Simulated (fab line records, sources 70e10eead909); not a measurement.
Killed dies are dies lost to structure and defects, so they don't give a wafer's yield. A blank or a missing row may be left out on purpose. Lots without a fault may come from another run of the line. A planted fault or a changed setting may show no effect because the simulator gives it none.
Which tool did it? | flow nand_harc | 24 lots, 72 wafers sampled, at 4 steps of a route of 1159

WHAT THE GAUGES READ, wafer by wafer
NHARC_A_SOURCE_PLATE_THK_MEAS_09: measures by ellipsometry. Usual: thk_nm 9.6 nm, standard deviation 1.1.
lot  | measured     | on            | thk_nm (nm)    | flag
L074 | day 7 01:16  | film_metro-02 | 8.9 9.3 9.4    |
L076 | day 7 13:59  | film_metro-02 | 9.7 8.4 8.8    |
L075 | day 7 13:59  | film_metro-01 | 11.5 9.5 10.0  |
L078 | day 8 00:23  | film_metro-01 | 9.6 10.2 10.8  |
L077 | day 8 00:23  | film_metro-02 | 9.7 7.6 8.7    |
L080 | day 8 00:23  | film_metro-01 | 10.3 9.8 10.8  |
L079 | day 8 04:05  | film_metro-02 | 10.7 9.9 9.0   |
L081 | day 8 15:15  | film_metro-01 | 10.2 8.1 10.0  |
L083 | day 9 00:41  | film_metro-02 | 11.0 10.2 10.3 |
L082 | day 9 05:25  | film_metro-01 | 9.5 9.6 8.1    |
L084 | day 9 16:50  | film_metro-01 | 8.8 8.6 10.5   |
L087 | day 10 05:08 | film_metro-01 | 8.4 8.3 10.9   |
L085 | day 10 05:09 | film_metro-01 | 7.3 9.8 8.8    |
L086 | day 10 05:08 | film_metro-02 | 9.2 10.8 8.1   |
L089 | day 10 22:00 | film_metro-01 | 9.6 11.3 11.0  |
L088 | day 10 22:00 | film_metro-02 | 8.9 9.9 9.4    |
L091 | day 11 01:51 | film_metro-01 | 10.6 8.1 8.3   |
L090 | day 11 01:51 | film_metro-02 | 9.4 11.0 7.4   |
L093 | day 11 08:52 | film_metro-01 | 7.3 8.6 10.0   |
L092 | day 11 08:52 | film_metro-02 | 8.8 7.9 9.0    |
L094 | day 11 21:34 | film_metro-02 | 9.5 11.0 8.7   |
L095 | day 12 02:45 | film_metro-02 | 9.4 9.7 10.5   |
L096 | day 12 02:45 | film_metro-01 | 8.3 10.8 10.6  |
L097 | day 12 19:44 | film_metro-01 | 10.1 8.5 9.0   |

NHARC_A_CHANNEL_FILL_D1_INSPECT_13. Usual: raw_defect_count 309, standard deviation 130.
lot  | measured     | on                | raw_defect_count | flag
L074 | day 11 03:14 | defect_inspect-02 | 265 287 179      |
L076 | day 11 07:40 | defect_inspect-02 | 267 375 445      |
L075 | day 11 07:29 | defect_inspect-01 | 307 231 306      |
L078 | day 11 18:08 | defect_inspect-01 | 493 369 753      |
L077 | day 11 14:38 | defect_inspect-01 | 169 435 216      |
L080 | day 11 18:08 | defect_inspect-02 | 420 290 215      |
L079 | day 11 14:38 | defect_inspect-02 | 445 333 350      |
L081 | day 12 07:59 | defect_inspect-02 | 173 258 147      |
L083 | day 12 20:55 | defect_inspect-02 | 448 308 217      |
L082 | day 12 20:59 | defect_inspect-01 | 239 324 312      |
L084 | day 13 10:11 | defect_inspect-02 | 309 286 208      |
L087 | day 13 18:47 | defect_inspect-01 | 542 472 796      |
L085 | day 13 18:37 | defect_inspect-01 | 350 238 388      |
L086 | day 13 18:58 | defect_inspect-01 | 336 369 237      |
L089 | day 14 11:24 | defect_inspect-01 | 307 153 365      |
L088 | day 14 11:13 | defect_inspect-01 | 301 369 230      |
L091 | day 14 16:10 | defect_inspect-02 | 222 184 148      |
L090 | day 14 16:07 | defect_inspect-02 | 171 427 354      |
L093 | day 14 22:25 | defect_inspect-02 | 147 422 131      |
L092 | day 14 22:36 | defect_inspect-02 | 173 260 319      |
L094 | day 15 13:21 | defect_inspect-02 | 273 334 257      |
L095 | day 15 13:40 | defect_inspect-02 | 251 239 299      |
L096 | day 15 13:31 | defect_inspect-01 | 300 414 325      |
L097 | day 16 18:50 | defect_inspect-01 | 251 436 439      |

WHICH TOOL RAN EACH LOT (tool, then ch and the chambers of the sampled wafers, then the start)
lot  | NHARC_P_BONDPAD_DESCUM_11          | NHARC_A_CHANNEL_FILL_D1_CMP_10
L074 | rie_diel-04 ch 1,3, day 6 12:20    | cmp-01 ch 2,3, day 11 02:38
L076 | rie_diel-04 ch 1,2, day 7 00:31    | cmp-03 ch 1,2, day 11 06:54
L075 | rie_diel-04 ch 1,2, day 7 01:30    | cmp-04 ch 1,3, day 11 06:52
L078 | rie_diel-12 ch 1,2,3, day 7 08:54  | cmp-04 ch 1,3, day 11 17:32
L077 | rie_diel-04 ch 0,1,2, day 7 13:25  | cmp-04 ch 0,1,3, day 11 14:04
L080 | rie_diel-04 ch 0,2,3, day 7 14:26  | cmp-01 ch 0,2,3, day 11 17:35
L079 | rie_diel-04 ch 0,2,3, day 7 14:59  | cmp-01 ch 0,1,2, day 11 14:01
L081 | rie_diel-04 ch 2,3, day 8 01:54    | cmp-03 ch 0,1,3, day 12 07:23
L083 | rie_diel-04 ch 0,1,2, day 8 11:39  | cmp-01 ch 0,1,3, day 12 20:20
L082 | rie_diel-04 ch 0,1,2, day 8 16:56  | cmp-03 ch 0,1, day 12 20:20
L084 | rie_diel-12 ch 0,3, day 9 01:58    | cmp-04 ch 0,2,3, day 13 09:29
L087 | rie_diel-04 ch 1,2,3, day 9 15:19  | cmp-03 ch 1,2,3, day 13 17:58
L085 | rie_diel-04 ch 1,2, day 9 15:49    | cmp-04 ch 0,1,3, day 13 18:02
L086 | rie_diel-04 ch 0,1,3, day 9 16:43  | cmp-01 ch 2,3, day 13 17:59
L089 | rie_diel-04 ch 0,2, day 10 07:13   | cmp-03 ch 1,2, day 14 10:34
L088 | rie_diel-04 ch 0,2,3, day 10 07:44 | cmp-04 ch 0,2,3, day 14 10:32
L091 | rie_diel-10 ch 1,2,3, day 10 13:10 | cmp-04 ch 0,1,2, day 14 15:35
L090 | rie_diel-04 ch 1,2,3, day 10 13:52 | cmp-03 ch 1,2,3, day 14 15:29
L093 | rie_diel-04 ch 0,3, day 10 20:28   | cmp-04 ch 0,2,3, day 14 21:50
L092 | rie_diel-12 ch 0,1,3, day 10 20:41 | cmp-03 ch 0,1,2, day 14 21:50
L094 | rie_diel-12 ch 1,3, day 11 08:46   | cmp-01 ch 1,3, day 15 12:38
L095 | rie_diel-04 ch 1,2, day 11 13:53   | cmp-03 ch 0,1,3, day 15 12:43
L096 | rie_diel-04 ch 0,1,2, day 11 14:39 | cmp-04 ch 1,2,3, day 15 12:39
L097 | rie_diel-04 ch 1,2, day 12 07:16   | cmp-03 ch 0,1,3, day 16 18:16
- NHARC_P_BONDPAD_DESCUM_11: chemistry O2, time 3 s.
- NHARC_A_CHANNEL_FILL_D1_CMP_10: polishes, target thk 150 nm.

WHAT THE TOOLS THEMSELVES READ (means of the sampled wafers that have a number; where no wafer has one, the mark that the record gives instead)
NHARC_P_BONDPAD_DESCUM_11. Usual: drypump_motor_current_A 5.5 A, standard deviation 0.49; oes_product_au 1.000 a.u., standard deviation 0.0066; rf_vpp_V 57.9 V, standard deviation 0.88; showerhead_plenum_p_Torr 1.96 Torr, standard deviation 0.084; throttle_valve_pct 11.312 %, standard deviation 0.0082.
lot  | tool        | drypump_motor_current_A (A) | oes_product_au (a.u.) | rf_vpp_V (V) | showerhead_plenum_p_Torr (Torr) | throttle_valve_pct (%) | flag
L074 | rie_diel-04 | 6.1                         | 1.000                 | 58.4         | 1.97                            | 11.304                 |
L076 | rie_diel-04 | 5.3                         | 1.004                 | 57.8         | 1.96                            | 11.322                 |
L075 | rie_diel-04 | 5.3                         | 0.996                 | 58.0         | 1.96                            | 11.308                 |
L078 | rie_diel-12 | 5.1                         | 0.998                 | 57.8         | 1.86                            | 11.308                 |
L077 | rie_diel-04 | 5.3                         | 0.991                 | 57.8         | 2.00                            | 11.308                 |
L080 | rie_diel-04 | 5.7                         | 0.997                 | 57.2         | 1.96                            | 11.314                 |
L079 | rie_diel-04 | 5.7                         | 0.999                 | 57.8         | 1.96                            | 11.302                 |
L081 | rie_diel-04 | 5.7                         | 0.996                 | 57.7         | 1.92                            | 11.313                 |
L083 | rie_diel-04 | 5.3                         | 0.990                 | 58.3         | 2.00                            | 11.316                 |
L082 | rie_diel-04 | 5.3                         | 0.999                 | 58.5         | 2.00                            | 11.309                 |
L084 | rie_diel-12 | 5.5                         | 1.004                 | 56.8         | 1.77                            | 11.306                 |
L087 | rie_diel-04 | 5.7                         | 0.992                 | 58.2         | 1.97                            | 11.318                 |
L085 | rie_diel-04 | 5.3                         | 0.997                 | 57.2         | 1.96                            | 11.309                 |
L086 | rie_diel-04 | 5.7                         | 1.001                 | 58.1         | 2.00                            | 11.311                 |
L089 | rie_diel-04 | 5.3                         | 1.001                 | 57.7         | 1.99                            | 11.317                 |
L088 | rie_diel-04 | 5.7                         | 1.003                 | 57.6         | 1.96                            | 11.311                 |
L091 | rie_diel-10 | 5.4                         | 0.996                 | 57.3         | 1.84                            | 11.310                 |
L090 | rie_diel-04 | 5.7                         | 1.006                 | 58.1         | 1.96                            | 11.315                 |
L093 | rie_diel-04 | 6.1                         | 1.002                 | 57.9         | 1.96                            | 11.307                 |
L092 | rie_diel-12 | 5.4                         | 1.002                 | 59.0         | 2.05                            | 11.303                 |
L094 | rie_diel-12 | 5.3                         | 1.010                 | 58.4         | 2.04                            | 11.313                 |
L095 | rie_diel-04 | 5.3                         | 0.995                 | 57.6         | 2.00                            | 11.314                 |
L096 | rie_diel-04 | 5.3                         | 0.991                 | 58.3         | 2.00                            | 11.320                 |
L097 | rie_diel-04 | 5.2                         | 1.001                 | 58.7         | 2.00                            | 11.315                 |

NHARC_A_CHANNEL_FILL_D1_CMP_10. Usual: edge_zone_pressure_frac 1.000, standard deviation 0.005; motor_current_A 13.1 A, standard deviation 1.6; time_to_endpoint_s 15.7 s, standard deviation 2.1.
lot  | tool   | edge_zone_pressure_frac | motor_current_A (A) | time_to_endpoint_s (s) | flag
L074 | cmp-01 | 1.001                   | 12.6                | 17.5                   |
L076 | cmp-03 | 1.006                   | 12.8                | 16.9                   |
L075 | cmp-04 | 1.000                   | 12.8                | 16.9                   |
L078 | cmp-04 | 1.003                   | 13.5                | 14.4                   |
L077 | cmp-04 | 1.001                   | 14.4                | 14.2                   |
L080 | cmp-01 | 0.999                   | 12.6                | 14.5                   |
L079 | cmp-01 | 1.000                   | 12.7                | 15.4                   |
L081 | cmp-03 | 1.000                   | 13.6                | 14.4                   |
L083 | cmp-01 | 1.004                   | 13.0                | 14.2                   |
L082 | cmp-03 | 1.002                   | 14.5                | 18.5                   |
L084 | cmp-04 | 0.996                   | 12.9                | 16.2                   |
L087 | cmp-03 | 1.000                   | 12.9                | 16.9                   |
L085 | cmp-04 | 1.004                   | 13.8                | 17.2                   |
L086 | cmp-01 | 1.000                   | 12.3                | 13.3                   |
L089 | cmp-03 | 0.996                   | 11.7                | 17.6                   |
L088 | cmp-04 | 0.998                   | 12.7                | 16.7                   |
L091 | cmp-04 | 0.996                   | 13.9                | 15.0                   |
L090 | cmp-03 | 1.004                   | 12.9                | 17.0                   |
L093 | cmp-04 | 0.998                   | 12.5                | 15.4                   |
L092 | cmp-03 | 1.006                   | 12.9                | 15.4                   |
L094 | cmp-01 | 1.000                   | 12.9                | 16.6                   |
L095 | cmp-03 | 1.003                   | 14.3                | 14.0                   |
L096 | cmp-04 | 1.001                   | 12.8                | 16.4                   |
L097 | cmp-03 | 0.996                   | 14.3                | 15.2                   |

THE ANSWER, worked out from the rows above alone
Rule: a lot is off if the mean of its wafers that have a number lies more than 3 standard deviations from the usual mean. A lot without any number at a reading at which 4 lots or more have one is off too. The other lots that the step has rows for count as sound. The gauges are gone through in route order, then the tools' own readings, and for those a lot's mean is taken as printed above. The first step at which some lot is off is used, and at that step the reading that is off furthest; a lot without a number counts as furthest.
No lot is off at any reading shown: from this, nothing can be told.

WHAT THE SIMULATOR HAD PUT IN
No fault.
